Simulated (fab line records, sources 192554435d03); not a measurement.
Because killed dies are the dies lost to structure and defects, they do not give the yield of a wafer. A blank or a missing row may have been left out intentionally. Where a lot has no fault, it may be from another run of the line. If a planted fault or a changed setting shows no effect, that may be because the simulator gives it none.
Chamber matching / flow n5-finfet / N5_BEOL_M1_ETCH_64 on rie-diel-03: 4 sister chambers
The step etches SOC in N2/H2, target depth 75 nm, overetch 15 nm, time 112.5 s. 7 wafers are shown with their chamber, then 7 later ones without.

EACH WAFER AND ITS CHAMBER
wafer=L081.1; chamber=0; drypump-motor-current-A (A)=6.4; throttle-valve-pct (%)=17.82
wafer=L081.5; chamber=2; drypump-motor-current-A (A)=5.5; throttle-valve-pct (%)=17.67
wafer=L084.1; chamber=3; drypump-motor-current-A (A)=5.6; throttle-valve-pct (%)=17.93
wafer=L084.3; chamber=0; drypump-motor-current-A (A)=6.4; throttle-valve-pct (%)=17.84
wafer=L084.4; chamber=1; drypump-motor-current-A (A)=6.0; throttle-valve-pct (%)=17.76
wafer=L087.3; chamber=3; drypump-motor-current-A (A)=5.6; throttle-valve-pct (%)=17.93
wafer=L087.5; chamber=1; drypump-motor-current-A (A)=6.1; throttle-valve-pct (%)=17.76

WAFERS WITH NO CHAMBER GIVEN
wafer=L087.6; drypump-motor-current-A (A)=5.4; throttle-valve-pct (%)=17.71
wafer=L093.1; drypump-motor-current-A (A)=5.6; throttle-valve-pct (%)=17.97
wafer=L093.3; drypump-motor-current-A (A)=5.5; throttle-valve-pct (%)=17.73
wafer=L093.6; drypump-motor-current-A (A)=5.5; throttle-valve-pct (%)=17.71
wafer=L096.1; drypump-motor-current-A (A)=5.6; throttle-valve-pct (%)=17.98
wafer=L096.5; drypump-motor-current-A (A)=6.0; throttle-valve-pct (%)=17.80
wafer=L096.6; drypump-motor-current-A (A)=6.4; throttle-valve-pct (%)=17.88

THE CHAMBER EACH PASSED THROUGH
wafer=L087.6; from the rows above=2; in truth=2
wafer=L093.1; from the rows above=3; in truth=3
wafer=L093.3; from the rows above=2; in truth=2
wafer=L093.6; from the rows above=2; in truth=2
wafer=L096.1; from the rows above=3; in truth=3
wafer=L096.5; from the rows above=1; in truth=1
wafer=L096.6; from the rows above=0; in truth=0
Placed correctly: 7 of 7. Not placeable from these rows: 0. Number placed wrongly: 0.
How it was worked out, from the rows above alone: a wafer's distance from a chamber is the root of the sum, over the readings, of the square of ((its reading less the chamber's mean) divided by the reading's scatter). The wafer belongs to the nearest chamber; if the next one is less than 2 further off, it can't be placed. Each chamber's mean is taken over the wafers shown for it. How the scatter is found: for the shown wafers, subtract from each reading the mean of its chamber, square and add these, divide the total by (wafers less chambers), then take the root.
